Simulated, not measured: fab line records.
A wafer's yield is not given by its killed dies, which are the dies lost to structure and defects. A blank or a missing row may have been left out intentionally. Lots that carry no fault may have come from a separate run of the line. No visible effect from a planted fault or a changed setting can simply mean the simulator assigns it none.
Chamber matching    flow nand-harc    rie-diel-04 running NHARC_HYBRID_BOND_ACTIVATE_00: 4 sister chambers
The step chemistry N2, time 60 s. 8 wafers are shown with their chamber, then 10 later ones without.

WAFERS, EACH WITH ITS CHAMBER
wafer   chamber  drypump-motor-current-A (A)  oes-product-au (a.u.)
L303.1  2        5.4                          1.000
L313.3  0        6.2                          0.978
L313.6  1        5.7                          0.989
L317.2  3        5.8                          1.009
L317.3  2        5.4                          1.002
L317.5  1        5.7                          0.979
L316.2  3        5.8                          0.993
L316.4  0        6.1                          0.978

WAFERS WITH NO CHAMBER GIVEN
wafer   drypump-motor-current-A (A)  oes-product-au (a.u.)
L316.5  5.7                          0.982
L320.1  5.4                          1.010
L320.5  5.4                          0.998
L320.6  5.8                          1.006
L318.1  5.8                          1.003
L318.3  5.6                          0.991
L318.5  5.4                          0.993
L319.3  5.8                          1.003
L319.5  5.7                          0.987
L319.6  6.2                          0.985

CHAMBER TAKEN BY EACH
wafer   from the rows above  in truth
L316.5  1                    1
L320.1  2                    2
L320.5  2                    2
L320.6  3                    3
L318.1  3                    3
L318.3  1                    1
L318.5  2                    2
L319.3  3                    3
L319.5  1                    1
L319.6  0                    0
Placed correctly: 10 of 10. Number that these rows cannot place: 0. Placed wrongly: 0.
How it was worked out, from the rows above alone: a wafer's distance from a chamber is the root of the sum, over the readings, of the square of ((its reading less the chamber's mean) divided by the reading's scatter). If the next closest chamber is less than 2 further off than the closest, the wafer can't be placed; otherwise it belongs to the closest. For every chamber, the mean is computed from those of its wafers that are shown. How the scatter is found: for the shown wafers, subtract from each reading the mean of its chamber, square and add these, divide the total by (wafers less chambers), then take the root.
